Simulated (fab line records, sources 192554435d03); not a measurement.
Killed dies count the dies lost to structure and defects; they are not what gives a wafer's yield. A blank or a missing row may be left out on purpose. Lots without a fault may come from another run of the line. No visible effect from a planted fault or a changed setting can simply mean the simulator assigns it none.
fab line records	flow n5-finfet
[record] lots = 7	wafers = 21	last-day = 16
route steps=1938 shown BEOL_M4@1100 BEOL_M5@1112
lots with no fault: from the same line, run without faults
start-h: hours from the record's opening day to when the first of the lot's shown wafers began	wait-h: hours from the lot's prior step to this one	" as in the row above	L1.1+2: a row that stands for several wafers	- no value present, or no start provided	* or withheld: withheld	< > ~ a bound
route shown NAME@n: names a module that has steps shown in the file, with the first one's number in the route	usual: average and standard deviation across the fault-free wafers	same: alike in all rows	chamber/n: place in a boat	sites: per-site readings	_std_site: the values' standard deviation	_edge_site: the outer-site mean with the inner-site mean subtracted	radius-mm: for every site, how far away it sits from the centre of the wafer	mask NAME#n: copy n	behind: the most recent tool/chamber to have shaped the wafer	hold: reason for holding the lot/hours on hold/outcome of the hold	device: the transistor (n, p or np) that didn't switch	end of line: the route-end tests of the same wafers	a step with no rows: only its recipe	killed: the dies lost at the first sort to structure and to defects; this is not the yield of the wafer	map: a wafer's dies, x killed, . not, _ none there
set.NAME: the setting that was run; set.NAME@STEP: the one run at that earlier step	model.NAME: the simulator's own value behind a step, which no gauge read
a table for each step, a row for each wafer; lots at some steps of the route
services: the hour from which a tool's chamber was out of use, counted from the record's first day as start-h (under 0 if before that day), plus the number of hours and why
[[steps]]
[step N5_BEOL_M4_SPUTTER_96]
[recipe] material = Cu	target-thk-a = 45	temp-c = -20	chamber-pressure-pa = 0.07	power-w = withheld	time-s = 8.29
[usual] chuck-sensor-temp-C = -15.8/0.51	throttle-valve-pct = 29.7/0.9
lot.wafer	tool	chamber	start-h	wait-h	chuck-sensor-temp-C	throttle-valve-pct
L103.1	pvd-sputter-02	-	201.47	0.1	-16.6	31.1
L103.4	"	-	"	"	-15.6	29.4
L103.5	"	-	"	"	-16.5	31.0
L104.3	pvd-sputter-01	-	207.70	0.1	-15.5	28.6
L104.4	"	-	"	"	-15.3	30.1
L104.5	"	-	"	"	-15.0	30.5
L105.3	pvd-sputter-03	-	214.97	0.1	-16.5	27.6
L105.4	"	-	"	"	-15.3	29.8
L105.6	"	-	"	"	-16.7	27.4
L106.1	pvd-sputter-01	-	223.06	0.1	-15.3	30.1
L106.3	"	-	"	"	-16.0	29.9
L106.6	"	-	"	"	-15.0	30.4
L110.2	pvd-sputter-01	-	250.20	0.1	-15.6	28.7
L110.4	"	-	"	"	-16.1	30.3
L110.5	"	-	"	"	-15.5	28.7
L114.1	pvd-sputter-01	-	265.67	0.1	-15.5	28.5
L114.3	"	-	"	"	-15.3	30.2
L114.6	"	-	"	"	-15.4	30.1
L117.2	pvd-sputter-03	-	294.25	0.1	-15.3	30.7
L117.4	"	-	"	"	-15.7	29.7
L117.6	"	-	"	"	-15.3	30.5
[step N5_BEOL_M4_ECD_50]
[recipe] material = Cu	target-thk-a = 3000
[step N5_BEOL_M4_ANNEAL_51]
[recipe] temp-c = 225	time-s = 90	ambient = N2
[usual] wafer_temp_C_max = 226.05/0.24
lot.wafer	tool	chamber	start-h	wait-h	wafer_temp_C_max
L103.1	rtp-anneal-01	0	201.67	0.1	226.23
L103.4	"	0	"	"	225.64
L103.5	"	0	"	"	226.05
L104.3	rtp-anneal-01	0	208.32	0.5	225.91
L104.4	"	0	"	"	226.03
L104.5	"	0	"	"	225.86
L105.3	rtp-anneal-01	0	215.25	0.1	226.09
L105.4	"	0	"	"	226.15
L105.6	"	0	"	"	226.19
L106.1	rtp-anneal-02	0	223.26	0.1	226.01
L106.3	"	0	"	"	225.86
L106.6	"	0	"	"	226.02
L110.2	rtp-anneal-02	0	250.44	0.1	226.25
L110.4	"	0	"	"	226.80
L110.5	"	0	"	"	226.23
L114.1	rtp-anneal-02	0	265.87	0.1	226.30
L114.3	"	0	"	"	226.33
L114.6	"	0	"	"	226.47
L117.2	rtp-anneal-01	0	294.49	0.1	225.81
L117.4	"	0	"	"	226.08
L117.6	"	0	"	"	226.15
[step N5_BEOL_M4_CMP_52]
[recipe] stop-on = SiOC	t-overpolish-s = 6.8	down-force-psi = 1	platen-rpm = 50	clearing-platen-down-force-psi = 1.5	clearing-platen-rpm = 50	post-cmp-clean = cu-alkaline	target-thk-nm = 40	clearing-platen-pad-velocity-m-s = 0.99484	pad-velocity-m-s = 0.99484
[step N5_BEOL_M4_THK_MEAS_53]
[recipe] thk-meas-gauge = xrf	reads = Cu_of_BEOL_M4_ECD_50
[usual] M4_THK = 40.3/1.9
lot.wafer	tool	chamber	start-h	wait-h	M4_THK[nm]
L103.1	film-metro-01	-	202.47	-	38.8
L103.4	"	-	"	"	38.3
L103.5	"	-	"	"	42.2
L104.3	film-metro-01	-	208.82	-	37.8
L104.4	"	-	"	"	39.0
L104.5	"	-	"	"	36.0
L105.3	film-metro-02	-	215.76	-	41.0
L105.4	"	-	"	"	35.8
L105.6	"	-	"	"	36.7
L106.1	film-metro-02	-	223.85	-	38.9
L106.3	"	-	"	"	39.0
L106.6	"	-	"	"	39.2
L110.2	film-metro-02	-	250.99	-	40.7
L110.4	"	-	"	"	40.6
L110.5	"	-	"	"	42.2
L114.1	film-metro-02	-	266.46	-	37.6
L114.3	"	-	"	"	42.3
L114.6	"	-	"	"	40.6
L117.2	film-metro-02	-	295.03	-	44.2
L117.4	"	-	"	"	38.9
L117.6	"	-	"	"	40.3
[step N5_BEOL_M4_PRE_CLEAN_60]
[recipe] gas = NH3/H2	time-s = 15	temp-c = *	rf-power-w = 300
[step N5_BEOL_M4_CO_CAP_55]
[recipe] material = Co	target-thk-a = 20	temp-c = 200	precursor = CCTBA/H2	pressure-torr = 30	time-s = 102.1
[step N5_BEOL_M4_PRE_CLEAN_56]
[recipe] gas = NH3	time-s = 15	temp-c = withheld	rf-power-w = 300
[step N5_BEOL_M4_DEP_57]
[recipe] material = SiCN	target-thk-a = 80	temp-c = withheld	precursor = 3MS/NH3	pressure-torr = 3	rf-w = 202	time-s = 14
[step N5_BEOL_M4_RS_MEAS_58]
[recipe] thk-meas-gauge = four-point-probe	reads = Co_of_BEOL_M4_CO_CAP_55+Cu_of_BEOL_M4_ECD_50+Co_of_BEOL_M4_CVD_47+TaN_of_BEOL_M4_ALD_84
[usual] M4_RS = 0.67/0.041
lot.wafer	tool	chamber	start-h	wait-h	M4_RS[ohm/sq]
L103.1	film-metro-01	-	202.73	0.0	0.70
L103.4	"	-	"	"	0.71
L103.5	"	-	"	"	0.62
L104.3	film-metro-01	-	209.11	0.1	0.72
L104.4	"	-	"	"	0.69
L104.5	"	-	"	"	0.77
L105.3	film-metro-01	-	216.05	0.1	0.64
L105.4	"	-	"	"	0.77
L105.6	"	-	"	"	0.74
L106.1	film-metro-01	-	224.16	0.0	0.69
L106.3	"	-	"	"	0.69
L106.6	"	-	"	"	0.69
L110.2	film-metro-02	-	251.36	0.1	0.66
L110.4	"	-	"	"	0.66
L110.5	"	-	"	"	0.63
L114.1	film-metro-02	-	266.72	0.0	0.73
L114.3	"	-	"	"	0.63
L114.6	"	-	"	"	0.66
L117.2	film-metro-02	-	295.29	0.1	0.60
L117.4	"	-	"	"	0.70
L117.6	"	-	"	"	0.67
[step N5_BEOL_M4_INSPECT_59]
[recipe] inspect-instrument = darkfield	mode = post-dep
[usual] raw-defect-count = 70/24
lot.wafer	tool	chamber	start-h	wait-h	raw-defect-count
L103.1	defect-inspect-02	-	202.76	0.0	73
L103.4	"	-	"	"	58
L103.5	"	-	"	"	71
L104.3	defect-inspect-01	-	209.13	0.0	55
L104.4	"	-	"	"	55
L104.5	"	-	"	"	64
L105.3	defect-inspect-01	-	216.07	0.0	87
L105.4	"	-	"	"	87
L105.6	"	-	"	"	118
L106.1	defect-inspect-02	-	224.19	0.0	41
L106.3	"	-	"	"	51
L106.6	"	-	"	"	42
L110.2	defect-inspect-01	-	251.39	0.0	75
L110.4	"	-	"	"	61
L110.5	"	-	"	"	73
L114.1	defect-inspect-02	-	266.75	0.0	41
L114.3	"	-	"	"	58
L114.6	"	-	"	"	81
L117.2	defect-inspect-01	-	295.32	0.0	53
L117.4	"	-	"	"	74
L117.6	"	-	"	"	49
[step N5_BEOL_M4_RC_MEAS_101]
[usual] DIBL_N = 36.7/2.4	DIBL_P = 37.4/2.9	IOFF_N = 0.18/0.05	IOFF_P = 0.23/0.058	ION_N = 683/16	ION_P = 467/11	SS_N = 71.7/0.77	SS_P = 73.5/0.87	VT_N = 249/4.3	VT_P = -250/4.4
lot.wafer	tool	chamber	start-h	wait-h	DIBL_N[mV/V]	DIBL_P[mV/V]	IOFF_N[nA/um]	IOFF_P[nA/um]	ION_N[uA/um]	ION_P[uA/um]	SS_N[mV/dec]	SS_P[mV/dec]	VT_N[mV]	VT_P[mV]
L103.1	prober-02	0	202.78	0.0	39.8	40.4	0.26	0.29	707	472	73.0	73.8	242	-246
L103.4	"	0	"	"	40.2	42.7	0.28	0.34	688	471	72.0	75.4	242	-245
L103.5	"	0	"	"	33.9	35.4	0.14	0.19	661	460	70.8	73.2	251	-249
L104.3	prober-01	0	209.47	0.3	37.0	36.5	0.18	0.28	679	475	72.0	73.5	248	-245
L104.4	"	0	"	"	36.1	35.1	0.17	0.25	673	469	72.0	72.9	249	-246
L104.5	"	0	"	"	40.5	41.1	0.28	0.37	700	476	72.8	74.9	243	-242
L105.3	prober-01	0	216.41	0.3	36.3	35.3	0.16	0.23	666	463	71.4	73.6	252	-247
L105.4	"	0	"	"	38.7	38.6	0.22	0.29	695	478	71.9	74.1	243	-245
L105.6	"	0	"	"	38.0	37.9	0.19	0.27	698	487	72.1	74.4	247	-242
L106.1	prober-01	0	224.21	0.0	35.2	34.6	0.12	0.15	669	453	71.3	72.5	255	-260
L106.3	"	0	"	"	36.8	37.6	0.15	0.18	673	454	71.0	72.8	249	-256
L106.6	"	0	"	"	38.6	39.5	0.20	0.21	700	474	71.6	74.0	246	-253
L110.2	prober-02	0	251.57	0.2	36.3	35.6	0.15	0.19	677	462	71.0	72.3	247	-252
L110.4	"	0	"	"	33.9	34.7	0.14	0.20	696	478	70.7	72.1	247	-248
L110.5	"	0	"	"	36.3	36.5	0.15	0.21	682	472	70.6	73.5	245	-246
L114.1	prober-01	0	266.77	0.0	35.3	35.9	0.15	0.21	696	476	71.9	73.1	250	-250
L114.3	"	0	"	"	35.1	34.6	0.14	0.19	664	447	70.7	73.4	251	-250
L114.6	"	0	"	"	33.3	31.6	0.11	0.15	679	462	71.1	72.3	256	-257
L117.2	prober-01	0	295.50	0.2	36.4	37.8	0.18	0.19	705	469	71.8	72.7	247	-258
L117.4	"	0	"	"	35.4	36.3	0.16	0.17	694	462	71.7	73.0	248	-256
L117.6	"	0	"	"	38.5	39.9	0.22	0.22	690	457	72.8	73.3	248	-254
[step N5_BEOL_M5_ILD_DEP_00]
[recipe] material = SiCOH_lowk	target-thk-a = 1406.4	temp-c = 300	precursor = DEMS/porogen	pressure-torr = 5	rf-w = 500	time-s = 25.9
[usual] chamber-pressure-Torr = 4.999/0.012	heater-power-outer-w = 144/38	heater-power-w = 311/56	showerhead-plenum-p-Torr = 5.739/0.015	throttle-valve-pct = 14.4/0.84
lot.wafer	tool	chamber	start-h	wait-h	chamber-pressure-Torr	heater-power-outer-w	heater-power-w	showerhead-plenum-p-Torr	throttle-valve-pct
L103.1	pecvd-02	1	203.74	0.8	4.994	179	337	5.729	14.3
L103.4	"	0	"	"	4.999	183	392	5.715	15.1
L103.5	"	2	"	"	4.997	165	364	5.715	13.8
L104.3	pecvd-02	0	210.12	0.5	-	-	-	-	-
L104.4	"	0	"	"	-	-	-	-	-
L104.5	"	1	"	"	-	-	-	-	-
L105.3	pecvd-02	2	217.07	0.5	-	-	-	-	-
L105.4	"	2	"	"	-	-	-	-	-
L105.6	"	0	"	"	-	-	-	-	-
L106.1	pecvd-02	2	225.17	0.8	-	-	-	-	-
L106.3	"	1	"	"	-	-	-	-	-
L106.6	"	1	"	"	-	-	-	-	-
L110.2	pecvd-01	2	252.37	0.7	5.028	150	286	5.739	13.7
L110.4	"	2	"	"	5.008	150	283	5.734	13.6
L110.5	"	1	"	"	4.998	179	343	5.771	16.2
L114.1	pecvd-01	1	267.74	0.8	4.997	192	359	5.770	16.5
L114.3	"	1	"	"	4.988	192	364	5.769	16.4
L114.6	"	1	"	"	5.023	195	366	5.765	16.2
L117.2	pecvd-02	0	296.31	0.7	5.027	158	355	5.731	15.2
L117.4	"	0	"	"	4.998	164	359	5.742	15.3
L117.6	"	0	"	"	4.994	168	359	5.737	15.0
[step N5_BEOL_M5_CURE_79]
[recipe] temp-c = 385	time-s = 240	ambient = He/Ar	material = SiCOH_lowk
[usual] lamp-power-pct = 52.31/0.051	wafer_temp_C_max = 386.7/0.58
lot.wafer	tool	chamber	start-h	wait-h	lamp-power-pct	wafer_temp_C_max
L103.1	uv-cure-03	0	203.81	0.0	52.24	386.8
L103.4	"	0	"	"	52.32	386.7
L103.5	"	0	"	"	52.29	386.1
L104.3	uv-cure-01	2	210.34	0.2	52.31	386.6
L104.4	"	2	"	"	52.29	386.7
L104.5	"	2	"	"	52.29	387.4
L105.3	uv-cure-01	1	217.30	0.2	52.31	385.9
L105.4	"	1	"	"	52.37	386.3
L105.6	"	1	"	"	52.31	386.0
L106.1	uv-cure-03	0	225.23	0.0	52.33	386.5
L106.3	"	0	"	"	52.29	386.4
L106.6	"	0	"	"	52.35	386.5
L110.2	uv-cure-02	0	252.51	0.1	52.30	386.7
L110.4	"	0	"	"	52.36	386.8
L110.5	"	0	"	"	52.32	386.5
L114.1	uv-cure-03	2	267.82	0.1	52.40	387.3
L114.3	"	2	"	"	52.31	386.7
L114.6	"	2	"	"	52.30	386.9
L117.2	uv-cure-02	0	296.48	0.2	52.40	386.1
L117.4	"	0	"	"	52.34	386.0
L117.6	"	0	"	"	52.33	386.0
[step N5_BEOL_M5_PECVD_70]
[recipe] material = SiO2	target-thk-a = 160	temp-c = 400	precursor = TEOS/O2	pressure-torr = 5.5	rf-w = 450	teos-flow-sccm = 53.8	gas = O2	flow-sccm = 3000	time-s = 18
[usual] heater-power-w = 684/93	showerhead-plenum-p-Torr = 8.80/0.053	throttle-valve-pct = 22.9/1.3
lot.wafer	tool	chamber	start-h	wait-h	heater-power-w	showerhead-plenum-p-Torr	throttle-valve-pct
L103.1	pecvd-03	0	204.36	0.0	708	8.80	22.9
L103.4	"	0	"	"	716	8.83	22.5
L103.5	"	2	"	"	611	8.80	21.5
L104.3	pecvd-03	1	210.73	0.0	711	8.79	23.7
L104.4	"	1	"	"	724	8.77	23.4
L104.5	"	2	"	"	586	8.82	21.4
L105.3	pecvd-03	2	217.69	0.0	625	8.77	21.6
L105.4	"	0	"	"	649	8.84	22.8
L105.6	"	1	"	"	587	8.78	23.4
L106.1	pecvd-03	2	225.78	0.0	565	8.82	21.5
L106.3	"	1	"	"	669	8.78	23.4
L106.6	"	0	"	"	645	8.86	23.0
L110.2	pecvd-03	2	252.98	0.0	577	8.82	21.6
L110.4	"	1	"	"	708	8.80	23.3
L110.5	"	0	"	"	735	8.81	22.6
L114.1	pecvd-03	0	268.37	0.0	705	8.84	22.9
L114.3	"	2	"	"	627	8.84	21.9
L114.6	"	2	"	"	628	8.82	21.7
L117.2	pecvd-01	2	296.95	0.0	635	8.76	22.3
L117.4	"	1	"	"	823	8.91	25.9
L117.6	"	1	"	"	826	8.91	26.1
[step N5_BEOL_M5_HM_DEP_02]
[recipe] material = TiN	target-thk-a = 200	temp-c = 25	chamber-pressure-pa = 0.49996
[step N5_BEOL_M5_COAT_59]
[recipe] resist = SOC	temp-c = 250	time-s = 60	spin-rpm = 1500	resist-thk-nm = 60
[step N5_BEOL_M5_COAT_60]
[recipe] resist = SiARC	temp-c = 220	time-s = 60	spin-rpm = 1500	resist-thk-nm = 12
[step N5_BEOL_M5_COAT_71]
[recipe] resist = underlayer	temp-c = 205	time-s = 60	spin-rpm = 1500	resist-thk-nm = 5
[step N5_BEOL_M5_COAT_05]
[recipe] resist = CAR-EUV	spin-rpm = 1500	resist-thk-nm = 30
[step N5_BEOL_M5_EBR_07]
[recipe] solvent = PGMEA	ebr-width-mm = 1.5
[step N5_BEOL_M5_SOFTBAKE_06]
[recipe] temp-c = 110	time-s = 60	resist = CAR-EUV
[step N5_BEOL_M5_EXPOSE_08]
[recipe] mask-id = M5	na = 0.33	source-shape = annular	sigma-inner = 0.4	sigma-outer = 0.8	polarization = unpolarized	target-cd-nm = 28	dose-mj = 35.75
[step N5_BEOL_M5_PEB_09]
[recipe] peb-temp-c = 100	peb-time-s = 60	resist = CAR-EUV
[step N5_BEOL_M5_DEVELOP_10]
[recipe] develop-time-s = 30	developer = TMAH	resist = CAR-EUV	rinse-liquid = surfactant-rinse	dry = air-spin	dev-temp-c = 23
[step N5_BEOL_M5_CD_MEAS_11]
[recipe] target-cd-nm = 27.74	landing-energy-ev = 500	detector = se-inlens
[usual] cd-nm = 27.99/0.24
lot.wafer	tool	chamber	start-h	wait-h	cd-nm
L103.1	cd-sem-02	0	205.40	-	28.07
L103.4	"	0	"	"	27.60
L103.5	"	0	"	"	28.15
L104.3	cd-sem-02	0	211.18	-	28.28
L104.4	"	0	"	"	28.12
L104.5	"	0	"	"	28.11
L105.3	cd-sem-03	0	219.34	-	27.54
L105.4	"	0	"	"	27.70
L105.6	"	0	"	"	27.66
L106.1	cd-sem-01	0	227.66	-	28.04
L106.3	"	0	"	"	27.98
L106.6	"	0	"	"	28.44
L110.2	cd-sem-02	0	254.88	-	28.24
L110.4	"	0	"	"	27.93
L110.5	"	0	"	"	27.83
L114.1	cd-sem-02	0	270.07	-	27.82
L114.3	"	0	"	"	28.24
L114.6	"	0	"	"	27.92
L117.2	cd-sem-01	0	297.60	-	28.20
L117.4	"	0	"	"	28.40
L117.6	"	0	"	"	28.15
[step N5_BEOL_M5_OVL_MEAS_12]
[recipe] points-per-wafer = 522
[usual] M5_OVL = 0.5/0.51
lot.wafer	tool	chamber	start-h	wait-h	M5_OVL[nm]
L103.1	overlay-02	0	205.43	0.0	0.7
L103.4	"	0	"	"	0.9
L103.5	"	0	"	"	0.7
L104.3	overlay-01	0	211.22	0.0	0.2
L104.4	"	0	"	"	0.7
L104.5	"	0	"	"	0.2
L105.3	overlay-01	0	219.38	0.0	0.6
L105.4	"	0	"	"	-0.1
L105.6	"	0	"	"	0.0
L106.1	overlay-02	0	227.69	0.0	0.7
L106.3	"	0	"	"	0.4
L106.6	"	0	"	"	1.2
L110.2	overlay-02	0	254.92	0.0	-0.1
L110.4	"	0	"	"	0.6
L110.5	"	0	"	"	1.5
L114.1	overlay-01	0	270.10	0.0	-0.2
L114.3	"	0	"	"	0.0
L114.6	"	0	"	"	0.8
L117.2	overlay-02	0	297.63	0.0	0.2
L117.4	"	0	"	"	-0.1
L117.6	"	0	"	"	-0.1
[step N5_BEOL_M5_INSPECT_13]
[recipe] mode = adi	inspect-instrument = brightfield
[usual] raw-defect-count = 384/86
lot.wafer	tool	chamber	start-h	wait-h	raw-defect-count
L103.1	defect-inspect-02	-	205.49	0.1	465
L103.4	"	-	"	"	330
L103.5	"	-	"	"	459
L104.3	defect-inspect-02	-	211.27	0.0	245
L104.4	"	-	"	"	212
L104.5	"	-	"	"	245
L105.3	defect-inspect-02	-	219.43	0.0	373
L105.4	"	-	"	"	352
L105.6	"	-	"	"	462
L106.1	defect-inspect-02	-	227.75	0.1	307
L106.3	"	-	"	"	320
L106.6	"	-	"	"	338
L110.2	defect-inspect-01	-	254.97	0.0	286
L110.4	"	-	"	"	376
L110.5	"	-	"	"	305
L114.1	defect-inspect-01	-	270.16	0.1	297
L114.3	"	-	"	"	416
L114.6	"	-	"	"	354
L117.2	defect-inspect-01	-	297.69	0.0	338
L117.4	"	-	"	"	274
L117.6	"	-	"	"	341
[step N5_BEOL_M5_DESCUM_16]
[recipe] chemistry = O2	time-s = 7	source-power-w = 50	bias-power-w = 20	pressure-mtorr = 20	rf-frequency-hz = 2.712e+07	temp-c = 40	resist = CAR-EUV	o2-flow-sccm = 225
[step N5_BEOL_M5_ETCH_72]
[recipe] chemistry = N2/H2	target = underlayer	target-depth-a = 65	mask-material = CAR-EUV	time-s = 5.2	ion-energy-ev = 200	pressure-mtorr = 30	source-w = 840	bias-w = 150	n2-flow-sccm = 200	h2-flow-sccm = 200	ends = cleared
[step N5_BEOL_M5_ETCH_61]
[recipe] chemistry = CF4	target = SiARC	target-depth-a = 156	mask-material = CAR-EUV	time-s = 26	ion-energy-ev = 80	pressure-mtorr = 40	source-w = 545	bias-w = 36	Ar_flow_sccm = 100	cf4-flow-sccm = 100	ends = cleared
[step N5_BEOL_M5_ETCH_62]
[recipe] chemistry = N2/H2	target = SOC	target-depth-a = 750	overetch-a = 150	mask-material = SiARC	temp-c = 40	time-s = 112.5	ion-energy-ev = 200	pressure-mtorr = 30	source-w = 840	bias-w = 150	n2-flow-sccm = 200	h2-flow-sccm = 200
[usual] drypump-motor-current-A = 5.5/0.41	oes-product-au = 0.63/0.052	rf-vpp-V = 524/3	showerhead-plenum-p-Torr = 2.55/0.11	temp-c = 40.01/0.11	throttle-valve-pct = 17.71/0.22
lot.wafer	tool	chamber	start-h	wait-h	drypump-motor-current-A	oes-product-au	rf-hours-counter-h	rf-vpp-V	showerhead-plenum-p-Torr	temp-c	throttle-valve-pct
L103.1	rie-diel-05	3	205.61	0.0	5.2	0.68	53	524	2.61	40.06	17.91
L103.4	"	0	"	"	6.0	0.66	77	525	2.58	39.89	17.72
L103.5	"	2	"	"	5.1	0.66	-	528	2.70	39.96	17.72
L104.3	rie-diel-06	1	211.46	0.0	4.7	0.54	242	523	2.49	40.07	17.79
L104.4	"	2	"	"	5.4	0.64	100	528	2.67	40.04	17.68
L104.5	"	2	"	"	5.4	0.63	-	527	2.67	40.09	17.70
L105.3	rie-diel-05	1	219.73	0.0	5.9	0.69	51	525	2.61	39.97	18.08
L105.4	"	3	"	"	5.2	0.67	57	526	2.60	40.04	17.91
L105.6	"	2	"	"	5.1	0.65	-	529	2.70	39.83	17.72
L106.1	rie-diel-06	0	227.91	0.0	5.7	0.72	28	526	2.60	39.94	17.50
L106.3	"	1	"	"	4.7	0.54	247	521	2.49	39.96	17.80
L106.6	"	3	"	"	5.9	0.61	-	519	2.32	39.95	17.42
L110.2	rie-diel-06	3	255.13	0.0	5.9	0.61	164	517	2.32	40.01	17.46
L110.4	"	2	"	"	5.4	0.62	-	527	2.66	39.97	17.72
L110.5	"	3	"	"	5.9	0.61	-	517	2.32	39.96	17.45
L114.1	rie-diel-02	2	270.28	0.0	5.9	0.56	228	524	2.50	39.98	17.96
L114.3	"	0	"	"	5.0	0.57	198	523	2.50	39.91	17.71
L114.6	"	2	"	"	5.9	0.57	-	523	2.50	39.82	17.94
L117.2	rie-diel-02	1	297.80	0.0	6.0	0.59	184	520	2.41	40.20	17.50
L117.4	"	3	"	"	5.5	0.57	185	525	2.65	39.93	18.09
L117.6	"	0	"	"	5.1	0.57	-	523	2.50	39.96	17.70
[step N5_BEOL_M5_STRIP_63]
[recipe] chemistry = N2/H2	temp-c = 40	n2-flow-sccm = 200	h2-flow-sccm = 200	rf-frequency-hz = 6e+07
[step N5_BEOL_M5_STRIP_73]
[recipe] chemistry = N2/H2	temp-c = 40	n2-flow-sccm = 200	h2-flow-sccm = 200	rf-frequency-hz = 6e+07
[step N5_BEOL_M5_STRIP_64]
[recipe] chemistry = CF4	resist = SiARC	power-w = 300	bias-power-w = 75	pressure-mtorr = 50	cf4-flow-sccm = 150	rf-frequency-hz = 6e+07
[step N5_BEOL_M5_HM_OPEN_17]
[recipe] chemistry = Cl2/BCl3	target-depth-a = 200	overetch-a = 60	target = TiN	mask-material = SOC	ion-energy-ev = 150	pressure-mtorr = 10	icp-w = 1000	bias-w = 126	Cl2_flow_sccm = 53.25	bcl3-flow-sccm = 21.75	Ar_flow_sccm = 25
[step N5_BEOL_M5_STRIP_19]
[recipe] chemistry = O2	power-w = 400	temp-c = 40	pressure-mtorr = 30	rf-frequency-hz = 6e+07	bias-power-w = 0	overash-fraction = 0.2	o2-flow-sccm = 225
[step N5_BEOL_M5_CD_MEAS_18]
[recipe] pitch-nm = 56	target-cd-nm = 28
[usual] cd-nm = 28.0/0.46
lot.wafer	tool	chamber	start-h	wait-h	cd-nm
L103.1	cd-sem-03	-	205.98	0.0	28.6
L103.4	"	-	"	"	28.5
L103.5	"	-	"	"	27.3
L104.3	cd-sem-03	-	211.81	0.1	27.8
L104.4	"	-	"	"	28.1
L104.5	"	-	"	"	28.1
L105.3	cd-sem-01	-	220.17	0.1	27.7
L105.4	"	-	"	"	27.8
L105.6	"	-	"	"	27.5
L106.1	cd-sem-03	-	228.27	0.0	28.4
L106.3	"	-	"	"	28.0
L106.6	"	-	"	"	27.6
L110.2	cd-sem-01	-	255.48	0.1	27.9
L110.4	"	-	"	"	27.7
L110.5	"	-	"	"	26.9
L114.1	cd-sem-02	-	270.63	0.0	28.2
L114.3	"	-	"	"	27.9
L114.6	"	-	"	"	27.8
L117.2	cd-sem-02	-	298.15	0.1	27.3
L117.4	"	-	"	"	28.5
L117.6	"	-	"	"	28.2
[step N5_BEOL_M5_COAT_65]
[recipe] resist = SOC	temp-c = 250	time-s = 60	spin-rpm = 1500	resist-thk-nm = 60
[step N5_BEOL_M5_COAT_66]
[recipe] resist = SiARC	temp-c = 220	time-s = 60	spin-rpm = 1500	resist-thk-nm = 12
[step N5_BEOL_M5_COAT_74]
[recipe] resist = underlayer	temp-c = 205	time-s = 60	spin-rpm = 1500	resist-thk-nm = 5
[step N5_BEOL_M5_OCD_MEAS_38]
[usual] trench-depth-nm = 70.9/1.5
lot.wafer	tool	chamber	start-h	wait-h	trench-depth-nm
L103.1	ocd-02	-	207.29	-	70.2
L103.4	"	-	"	"	72.1
L103.5	"	-	"	"	72.8
L104.3	ocd-02	-	212.85	-	-
L104.4	"	-	"	"	-
L104.5	"	-	"	"	-
L105.3	ocd-01	-	221.03	-	-
L105.4	"	-	"	"	-
L105.6	"	-	"	"	-
L106.1	ocd-02	-	229.20	-	-
L106.3	"	-	"	"	-
L106.6	"	-	"	"	-
L110.2	ocd-01	-	256.52	-	74.7
L110.4	"	-	"	"	74.4
L110.5	"	-	"	"	72.0
L114.1	ocd-02	-	274.05	-	70.5
L114.3	"	-	"	"	71.8
L114.6	"	-	"	"	71.0
L117.2	ocd-01	-	299.44	-	71.0
L117.4	"	-	"	"	71.1
L117.6	"	-	"	"	70.4
[[services]]
tool	chamber	start-h	hours	kind
uv-cure-03	-	180.92	0.6	repair
uv-cure-02	-	193.24	0.6	repair
pecvd-01	2	193.53	5.5	scheduled-down
uv-cure-02	-	201.49	7.5	pm
pecvd-01	2	202.38	-	clean
pecvd-01	2	202.38	-	consumable-replace:showerhead
pecvd-01	2	202.38	29.0	scheduled-down
pecvd-01	2	202.38	29.0	vent-cycle
uv-cure-03	-	207.16	7.5	pm
rie-diel-05	2	208.68	3.8	repair
pecvd-02	-	212.28	0.4	repair
pecvd-02	0	214.62	2.1	scheduled-down
rie-diel-05	0	221.63	2.8	repair
uv-cure-02	-	233.26	9.8	repair
rie-diel-06	1	237.52	-	clean
pecvd-02	2	241.55	5.5	scheduled-down
pecvd-02	-	245.19	5.5	pm
pecvd-02	2	255.88	2.1	scheduled-down
uv-cure-03	-	259.37	0.8	repair
rie-diel-06	3	272.94	8.2	repair
pecvd-02	1	289.42	5.5	scheduled-down
rie-diel-05	2	292.50	6.9	repair
pecvd-02	2	292.67	13.2	repair
pecvd-01	0	296.42	5.3	repair
[[key]]
[first-sign] step = N5_BEOL_M5_ILD_DEP_00	reading = tool-record	direction = missing
[effect] step = N5_BEOL_M5_OCD_MEAS_38	reading = trench-depth-nm	direction = missing
met-at N5_BEOL_M5_ILD_DEP_00
struck-wafers L104.3,L104.4,L104.5,L105.3,L105.4,L105.6,L106.1,L106.3,L106.6
later-rows-left-out L104.3,L104.4,L104.5,L105.3,L105.4,L105.6,L106.1,L106.3,L106.6
sort-left-out L104.3,L104.4,L104.5,L105.3,L105.4,L105.6,L106.1,L106.3,L106.6
onset-between 203.74 210.12
[earlier-fault] kind = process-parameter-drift	tool = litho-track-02	chamber = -	onset-h = 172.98	steps = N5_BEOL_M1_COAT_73	channel = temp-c	offset = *	shape = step	acts-in = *	stated = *
[fault] kind = skipped-step-whole	tool = pecvd-02	chamber = -	onset-h = 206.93	steps = N5_BEOL_M5_ILD_DEP_00	scope = struck-lots-only
// sort-left-out: the simulated sort isn't trusted on such a fault, so these wafers' sort isn't shown, and their yield isn't known
// later-rows-left-out: the simulator's readings of these wafers behind a module that went badly wrong aren't trusted and aren't shown, but for the sort
